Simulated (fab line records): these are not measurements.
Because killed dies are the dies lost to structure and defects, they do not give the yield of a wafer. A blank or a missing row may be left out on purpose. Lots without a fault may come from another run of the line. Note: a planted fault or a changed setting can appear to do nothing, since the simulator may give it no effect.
The tool behind it: which one? :: flow n5Finfet :: Sampling: 10 lots, 30 wafers, 5 of 1938 route steps

## WHAT THE GAUGES READ, wafer by wafer
N5_PASSIVATION_CD_MEAS_10 targets a cd of 3000 nm. Usual: cdNm reads 2999.4 nm (standard deviation 1.5).
lot: L350
measured: day 11 16:34
on: cdSem-01
cdNm (nm): 2998.6 2999.6 2998.0
flag: 

lot: L353
measured: day 13 01:44
on: cdSem-02
cdNm (nm): 2998.1 2999.4 2999.1
flag: 

lot: L356
measured: day 13 05:06
on: cdSem-02
cdNm (nm): 2999.6 2998.2 3000.7
flag: 

lot: L354
measured: day 13 21:24
on: cdSem-02
cdNm (nm): 2998.8 2998.9 2999.8
flag: 

lot: L357
measured: day 14 07:58
on: cdSem-01
cdNm (nm): 3002.4 3000.7 3001.3
flag: 

lot: L358
measured: day 14 13:52
on: cdSem-01
cdNm (nm): 3004.6 3002.4 3000.6
flag: 

lot: L364
measured: day 16 04:11
on: cdSem-01
cdNm (nm): 3000.7 2999.6 3001.8
flag: 

lot: L365
measured: day 16 07:24
on: cdSem-03
cdNm (nm): 2999.6 3000.1 2998.6
flag: 

lot: L367
measured: day 16 22:39
on: cdSem-01
cdNm (nm): 2997.8 2997.0 2996.2
flag: 

lot: L372
measured: day 18 11:44
on: cdSem-02
cdNm (nm): 3001.5 3000.4 3000.1
flag: 

N5_PASSIVATION_OVL_MEAS_63. Usual: PAD_OVL typically reads 0 nm, with standard deviation 5.5.
lot: L350
measured: day 11 19:34
on: overlay-01
PAD_OVL (nm): 2 2 0
flag: 

lot: L353
measured: day 13 05:31
on: overlay-01
PAD_OVL (nm): -4 -4 -1
flag: 

lot: L356
measured: day 13 06:55
on: overlay-01
PAD_OVL (nm): 3 4 6
flag: 

lot: L354
measured: day 13 22:55
on: overlay-01
PAD_OVL (nm): -10 -8 -7
flag: 

lot: L357
measured: day 14 10:19
on: overlay-01
PAD_OVL (nm): 0 -1 -8
flag: 

lot: L358
measured: day 14 15:32
on: overlay-01
PAD_OVL (nm): 7 4 4
flag: 

lot: L364
measured: day 16 08:14
on: overlay-01
PAD_OVL (nm): 3 2 7
flag: 

lot: L365
measured: day 16 09:29
on: overlay-02
PAD_OVL (nm): 583 576 576
flag: OFF

lot: L367
measured: day 17 00:32
on: overlay-01
PAD_OVL (nm): 571 575 573
flag: OFF

lot: L372
measured: day 18 13:37
on: overlay-01
PAD_OVL (nm): 5 3 5
flag: 

## WHICH TOOL RAN EACH LOT (tool, then ch and the chambers of the sampled wafers, then the start)
lot: L350
N5_MIM_BOT_LITHO_DESCUM_10: rieDiel-01 ch 2,3, day 11 14:58
N5_MIM_BOT_ETCH_ETCH_03: rieMetal-02 ch 0,1, day 11 15:07
N5_PASSIVATION_EXPOSE_27: krfScanner-02 ch 0, day 11 19:22

lot: L353
N5_MIM_BOT_LITHO_DESCUM_10: rieDiel-01 ch 0,1,3, day 12 21:55
N5_MIM_BOT_ETCH_ETCH_03: rieMetal-02 ch 1, day 12 22:05
N5_PASSIVATION_EXPOSE_27: krfScanner-02 ch 0, day 13 05:19

lot: L356
N5_MIM_BOT_LITHO_DESCUM_10: rieDiel-01 ch 0,1,3, day 13 02:22
N5_MIM_BOT_ETCH_ETCH_03: rieMetal-02 ch 0,1, day 13 02:32
N5_PASSIVATION_EXPOSE_27: krfScanner-02 ch 0, day 13 06:43

lot: L354
N5_MIM_BOT_LITHO_DESCUM_10: rieDiel-06 ch 0,1,2, day 13 19:54
N5_MIM_BOT_ETCH_ETCH_03: rieMetal-02 ch 0,1, day 13 20:03
N5_PASSIVATION_EXPOSE_27: krfScanner-02 ch 0, day 13 22:43

lot: L357
N5_MIM_BOT_LITHO_DESCUM_10: rieDiel-06 ch 0,1,2, day 14 06:23
N5_MIM_BOT_ETCH_ETCH_03: rieMetal-02 ch 0,1, day 14 06:34
N5_PASSIVATION_EXPOSE_27: krfScanner-01 ch 0, day 14 10:07

lot: L358
N5_MIM_BOT_LITHO_DESCUM_10: rieDiel-01 ch 1,2,3, day 14 11:32
N5_MIM_BOT_ETCH_ETCH_03: rieMetal-02 ch 0,1, day 14 11:41
N5_PASSIVATION_EXPOSE_27: krfScanner-01 ch 0, day 14 15:19

lot: L364
N5_MIM_BOT_LITHO_DESCUM_10: rieDiel-06 ch 0,3, day 15 23:44
N5_MIM_BOT_ETCH_ETCH_03: rieMetal-03 ch 0,1, day 15 23:53
N5_PASSIVATION_EXPOSE_27: krfScanner-02 ch 0, day 16 08:01

lot: L365
N5_MIM_BOT_LITHO_DESCUM_10: rieDiel-02 ch 0,1,2, day 16 00:26
N5_MIM_BOT_ETCH_ETCH_03: rieMetal-01 ch 0,1, day 16 00:37
N5_PASSIVATION_EXPOSE_27: krfScanner-01 ch 0, day 16 09:17

lot: L367
N5_MIM_BOT_LITHO_DESCUM_10: rieDiel-02 ch 0,1, day 16 16:49
N5_MIM_BOT_ETCH_ETCH_03: rieMetal-03 ch 0,1, day 16 16:58
N5_PASSIVATION_EXPOSE_27: krfScanner-01 ch 0, day 17 00:20

lot: L372
N5_MIM_BOT_LITHO_DESCUM_10: rieDiel-01 ch 1,3, day 18 09:46
N5_MIM_BOT_ETCH_ETCH_03: rieMetal-03 ch 0,1, day 18 09:55
N5_PASSIVATION_EXPOSE_27: krfScanner-02 ch 0, day 18 13:24
- N5_MIM_BOT_LITHO_DESCUM_10: chemistry O2, time 7.9 s.
- N5_MIM_BOT_ETCH_ETCH_03: etches the open film in Cl2/BCl3, target depth 12 nm.
- N5_PASSIVATION_EXPOSE_27: exposes mask PAD, defocus 0 nm.

## WHAT THE TOOLS THEMSELVES READ (means of the sampled wafers that have a number; where no wafer has one, the mark that the record gives instead)
N5_MIM_BOT_LITHO_DESCUM_10. Usual: drypumpMotorCurrentA 5.7 A, standard deviation 0.35; o2FlowSccm 225.0 sccm, standard deviation 0.63; oesProductAu 0.83 a.u., standard deviation 0.087; rfVppV 243.0 V, standard deviation 1.4; showerheadPlenumPTorr 2.09 Torr, standard deviation 0.076; throttleValvePct 20.29 %, standard deviation 0.15.
lot: L350
tool: rieDiel-01
drypumpMotorCurrentA (A): 6.2
o2FlowSccm (sccm): 225.3
oesProductAu (a.u.): 0.88
rfVppV (V): 242.7
showerheadPlenumPTorr (Torr): 2.04
throttleValvePct (%): 20.20
flag: 

lot: L353
tool: rieDiel-01
drypumpMotorCurrentA (A): 5.7
o2FlowSccm (sccm): 225.6
oesProductAu (a.u.): 0.90
rfVppV (V): 242.8
showerheadPlenumPTorr (Torr): 2.05
throttleValvePct (%): 20.40
flag: 

lot: L356
tool: rieDiel-01
drypumpMotorCurrentA (A): 5.7
o2FlowSccm (sccm): 224.1
oesProductAu (a.u.): 0.90
rfVppV (V): 242.3
showerheadPlenumPTorr (Torr): 2.05
throttleValvePct (%): 20.39
flag: 

lot: L354
tool: rieDiel-06
drypumpMotorCurrentA (A): 5.5
o2FlowSccm (sccm): 225.3
oesProductAu (a.u.): 0.78
rfVppV (V): 242.9
showerheadPlenumPTorr (Torr): 2.10
throttleValvePct (%): 20.34
flag: 

lot: L357
tool: rieDiel-06
drypumpMotorCurrentA (A): 5.5
o2FlowSccm (sccm): 224.7
oesProductAu (a.u.): 0.78
rfVppV (V): 242.9
showerheadPlenumPTorr (Torr): 2.10
throttleValvePct (%): 20.35
flag: 

lot: L358
tool: rieDiel-01
drypumpMotorCurrentA (A): 5.9
o2FlowSccm (sccm): 225.1
oesProductAu (a.u.): 0.85
rfVppV (V): 242.1
showerheadPlenumPTorr (Torr): 2.05
throttleValvePct (%): 20.36
flag: 

lot: L364
tool: rieDiel-06
drypumpMotorCurrentA (A): 5.6
o2FlowSccm (sccm): 225.2
oesProductAu (a.u.): 0.81
rfVppV (V): 244.6
showerheadPlenumPTorr (Torr): 2.21
throttleValvePct (%): 20.37
flag: 

lot: L365
tool: rieDiel-02
drypumpMotorCurrentA (A): 5.8
o2FlowSccm (sccm): 224.8
oesProductAu (a.u.): 0.77
rfVppV (V): 242.8
showerheadPlenumPTorr (Torr): 2.07
throttleValvePct (%): 20.28
flag: 

lot: L367
tool: rieDiel-02
drypumpMotorCurrentA (A): 5.9
o2FlowSccm (sccm): 225.2
oesProductAu (a.u.): 0.75
rfVppV (V): 242.7
showerheadPlenumPTorr (Torr): 2.07
throttleValvePct (%): 20.31
flag: 

lot: L372
tool: rieDiel-01
drypumpMotorCurrentA (A): 6.1
o2FlowSccm (sccm): 224.5
oesProductAu (a.u.): 0.83
rfVppV (V): 242.4
showerheadPlenumPTorr (Torr): 2.03
throttleValvePct (%): 20.45
flag: 

N5_MIM_BOT_ETCH_ETCH_03. Usual: drypumpMotorCurrentA 5.7 A, standard deviation 0.37; mfcCl2Sccm 20.01 sccm, standard deviation 0.06; oesProductAu 0.78 a.u., standard deviation 0.088; throttleValvePct 27.6 %, standard deviation 0.33.
lot: L350
tool: rieMetal-02
drypumpMotorCurrentA (A): 5.5
mfcCl2Sccm (sccm): 19.99
oesProductAu (a.u.): 0.87
throttleValvePct (%): 27.5
flag: 

lot: L353
tool: rieMetal-02
drypumpMotorCurrentA (A): 5.9
mfcCl2Sccm (sccm): 19.99
oesProductAu (a.u.): 0.70
throttleValvePct (%): 27.7
flag: 

lot: L356
tool: rieMetal-02
drypumpMotorCurrentA (A): 5.5
mfcCl2Sccm (sccm): 20.05
oesProductAu (a.u.): 0.85
throttleValvePct (%): 27.5
flag: 

lot: L354
tool: rieMetal-02
drypumpMotorCurrentA (A): 5.7
mfcCl2Sccm (sccm): 20.00
oesProductAu (a.u.): 0.78
throttleValvePct (%): 27.7
flag: 

lot: L357
tool: rieMetal-02
drypumpMotorCurrentA (A): 5.5
mfcCl2Sccm (sccm): 20.00
oesProductAu (a.u.): 0.84
throttleValvePct (%): 27.5
flag: 

lot: L358
tool: rieMetal-02
drypumpMotorCurrentA (A): 5.5
mfcCl2Sccm (sccm): 19.98
oesProductAu (a.u.): 0.85
throttleValvePct (%): 27.5
flag: 

lot: L364
tool: rieMetal-03
drypumpMotorCurrentA (A): 5.7
mfcCl2Sccm (sccm): 19.99
oesProductAu (a.u.): 0.82
throttleValvePct (%): 27.3
flag: 

lot: L365
tool: rieMetal-01
drypumpMotorCurrentA (A): 5.8
mfcCl2Sccm (sccm): 20.00
oesProductAu (a.u.): 0.69
throttleValvePct (%): 27.6
flag: 

lot: L367
tool: rieMetal-03
drypumpMotorCurrentA (A): 5.7
mfcCl2Sccm (sccm): 19.97
oesProductAu (a.u.): 0.81
throttleValvePct (%): 27.3
flag: 

lot: L372
tool: rieMetal-03
drypumpMotorCurrentA (A): 6.0
mfcCl2Sccm (sccm): 20.07
oesProductAu (a.u.): 0.76
throttleValvePct (%): 27.6
flag: 

## THE ANSWER, worked out from the rows above alone
Rule: lot off if the mean of its wafers having a number is beyond 3 standard deviations from the usual mean. A lot without any number at a reading at which 4 lots or more have one is off too. All remaining lots with rows at the step are treated as sound. First the gauges in route order, then the tools' own readings, where a lot's mean is used as printed above. The first step at which some lot is off is used, and at that step the reading that is off furthest; a lot without a number counts as furthest.
Off: L365, L367, at N5_PASSIVATION_OVL_MEAS_63 (PAD_OVL).
If a tool, at a process step before that reading, ran all the lots that are off and no sound lot after the first of them, it fits. Gauges at N5_PASSIVATION_OVL_MEAS_63: tried the same way as those tools. 2 tools fit, rieDiel-02 at N5_MIM_BOT_LITHO_DESCUM_10 and krfScanner-01 at N5_PASSIVATION_EXPOSE_27, so this cannot tell which one it is.

## WHAT WAS PUT IN BY THE SIMULATOR
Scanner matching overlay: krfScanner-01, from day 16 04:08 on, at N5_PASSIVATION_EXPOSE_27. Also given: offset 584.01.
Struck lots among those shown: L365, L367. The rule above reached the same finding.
